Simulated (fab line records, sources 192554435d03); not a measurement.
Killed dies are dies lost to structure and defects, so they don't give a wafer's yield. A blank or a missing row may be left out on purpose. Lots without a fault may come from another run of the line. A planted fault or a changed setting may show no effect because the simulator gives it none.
Chamber matching | flow n5_finfet | N5_BEOL_M9_STRIP_19 on rie_diel-02: 4 sister chambers
The step strips in O2. 7 wafers are shown with their chamber, then 7 later ones without.

WAFERS WITH THEIR CHAMBER
wafer  | chamber | throttle_valve_pct (%) | showerhead_plenum_p_Torr (Torr)
L086.4 | 3       | 17.01                  | 2.06
L086.5 | 3       | 17.04                  | 2.06
L088.2 | 0       | 16.49                  | 2.13
L088.3 | 2       | 16.27                  | 2.05
L088.6 | 1       | 16.41                  | 1.97
L092.1 | 1       | 16.45                  | 1.97
L092.2 | 0       | 16.48                  | 2.12

WAFERS WITHOUT THEIR CHAMBER
wafer  | throttle_valve_pct (%) | showerhead_plenum_p_Torr (Torr)
L092.4 | 16.44                  | 1.97
L094.1 | 16.51                  | 2.12
L094.3 | 16.26                  | 2.05
L094.4 | 16.56                  | 2.06
L097.1 | 16.47                  | 2.12
L097.5 | 16.42                  | 1.97
L097.6 | 16.51                  | 2.12

WHICH CHAMBER EACH WENT THROUGH
wafer  | from the rows above | in truth
L092.4 | 1                   | 1
L094.1 | 0                   | 0
L094.3 | 2                   | 2
L094.4 | 2                   | 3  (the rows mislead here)
L097.1 | 0                   | 0
L097.5 | 1                   | 1
L097.6 | 0                   | 0
Placed correctly: 6 of 7. Can't be placed from these rows: 0. Placed wrongly: 1.
How it was worked out, from the rows above alone: a wafer's distance from a chamber is the root of the sum, over the readings, of the square of ((its reading less the chamber's mean) divided by the reading's scatter). The wafer belongs to the nearest chamber; if the next one is less than 2 further off, it can't be placed. A chamber's mean is the mean of its shown wafers. The scatter: the root of (the sum of the squares of (reading less its chamber's mean) over the shown wafers, divided by (wafers less chambers)).
